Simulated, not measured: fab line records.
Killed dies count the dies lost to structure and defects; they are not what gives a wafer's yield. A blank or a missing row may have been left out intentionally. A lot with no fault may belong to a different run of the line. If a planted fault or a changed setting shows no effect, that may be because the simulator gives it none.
One fault through the eyes of 2 desks -- flow n5 finfet -- each desk holds nothing but its own numbers, with what lay behind them at the end

## TOOL OWNER'S DESK, ald metal-04
The tool's own readings at N5_BEOL_M9_ALD_74 (deposits TaN, target thk 2 nm, pulse time 2 s, purge time 3 s): means of the sampled wafers that have a number, for each lot that ran on this tool. Marked OUT: a lot whose mean sits more than 4 standard deviations from the usual mean, which makes it out of limits; the brackets give that distance.
Columns: A = heater power outer w at N5_BEOL_M9_ALD_74, usual 235 W; B = heater power w at N5_BEOL_M9_ALD_74, usual 419 W; C = mfc carrier sccm at N5_BEOL_M9_ALD_74, usual 1500 sccm
lot,first seen here,A,B,C
L986,day 11 21:25,242,416,1500
L989,day 13 11:50,245,434,1501
L991,day 13 12:46,243,435,1498
L994,day 14 11:21,263,449,1501
L101,day 16 13:44,264,431,1501
Finding of this desk: none of the 5 lots has anything out of limits.

## AT THE METROLOGY DESK
Means of the sampled wafers that have a number, per lot and without regard to the tool the lot ran on: this is what the gauges read. Marked OUT: a lot whose mean sits more than 4 standard deviations from the usual mean, which makes it out of limits; the brackets give that distance.
Columns: A = TV_OVL at N5_PASSIVATION_OVL_MEAS_60, usual -1 nm
lot,first seen here,A
L980,day 14 00:15,3
L984,day 14 01:05,-1
L987,day 14 10:51,4
L986,day 14 14:38,-1
L985,day 15 03:07,-2
L983,day 15 11:07,-10
L989,day 15 11:17,6
L991,day 16 02:31,3
L994,day 16 22:14,-3
L993,day 16 22:40,-0
L996,day 17 17:55,-2
L101,day 18 19:30,-1
Finding of this desk: none of the 12 lots has anything out of limits.

## TAKEN TOGETHER
The desk of the tool owner found nothing out of limits.
From the metrology desk's view, nothing was out of limits.

## WHAT HAD BEEN PUT IN BY THE SIMULATOR
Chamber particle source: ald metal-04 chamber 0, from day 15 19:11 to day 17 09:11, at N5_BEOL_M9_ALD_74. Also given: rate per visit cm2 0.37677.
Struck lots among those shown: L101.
